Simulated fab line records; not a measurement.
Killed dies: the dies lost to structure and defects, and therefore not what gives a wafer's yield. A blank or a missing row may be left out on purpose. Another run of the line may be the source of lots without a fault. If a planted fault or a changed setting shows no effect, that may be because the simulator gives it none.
Matching of chambers :: flow nand harc :: NHARC_A_STAIRCASE_DEP_156 on pecvd-03: 3 sister chambers
The step deposits SiNx, target thk 50 nm. 6 wafers are shown with their chamber, then 9 later ones without.

## WAFERS PAIRED WITH THEIR CHAMBERS
wafer: L083.1
chamber: 0
heater power outer w (W): 292
heater power w (W): 629

wafer: L085.1
chamber: 0
heater power outer w (W): 365
heater power w (W): 724

wafer: L085.3
chamber: 2
heater power outer w (W): 496
heater power w (W): 844

wafer: L086.1
chamber: 1
heater power outer w (W): 463
heater power w (W): 762

wafer: L086.2
chamber: 2
heater power outer w (W): 415
heater power w (W): 730

wafer: L086.6
chamber: 1
heater power outer w (W): 472
heater power w (W): 764

## WAFERS WITH NO CHAMBER GIVEN
wafer: L088.3
heater power outer w (W): 365
heater power w (W): 731

wafer: L088.4
heater power outer w (W): 435
heater power w (W): 784

wafer: L088.6
heater power outer w (W): 431
heater power w (W): 700

wafer: L087.1
heater power outer w (W): 504
heater power w (W): 798

wafer: L087.2
heater power outer w (W): 485
heater power w (W): 826

wafer: L087.6
heater power outer w (W): 491
heater power w (W): 786

wafer: L096.3
heater power outer w (W): 381
heater power w (W): 732

wafer: L096.5
heater power outer w (W): 275
heater power w (W): 597

wafer: L096.6
heater power outer w (W): 500
heater power w (W): 817

## THE CHAMBER EACH PASSED THROUGH
wafer: L088.3
from the rows above: can't be placed: 0 or 2 or 1
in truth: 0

wafer: L088.4
from the rows above: can't be placed: 2 or 1
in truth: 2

wafer: L088.6
from the rows above: can't be placed: 1 or 2 or 0
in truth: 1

wafer: L087.1
from the rows above: can't be placed: 1 or 2
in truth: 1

wafer: L087.2
from the rows above: can't be placed: 2 or 1
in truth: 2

wafer: L087.6
from the rows above: can't be placed: 1 or 2
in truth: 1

wafer: L096.3
from the rows above: can't be placed: 0 or 2 or 1
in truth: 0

wafer: L096.5
from the rows above: 0
in truth: 0

wafer: L096.6
from the rows above: can't be placed: 2 or 1
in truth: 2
Correctly placed: 1 of 9. Cannot be placed on the basis of these rows: 8; the candidates contain the true chamber in 8. Placed wrongly: 0.
How it was worked out, from the rows above alone: a wafer's distance from a chamber is the root of the sum, over the readings, of the square of ((its reading less the chamber's mean) divided by the reading's scatter). If the next closest chamber is less than 2 further off than the closest, the wafer can't be placed; otherwise it belongs to the closest. For every chamber, the mean is computed from those of its wafers that are shown. The scatter: take each reading less its chamber's mean, square it, sum over the shown wafers, divide by the number of wafers less the number of chambers, and take the root.
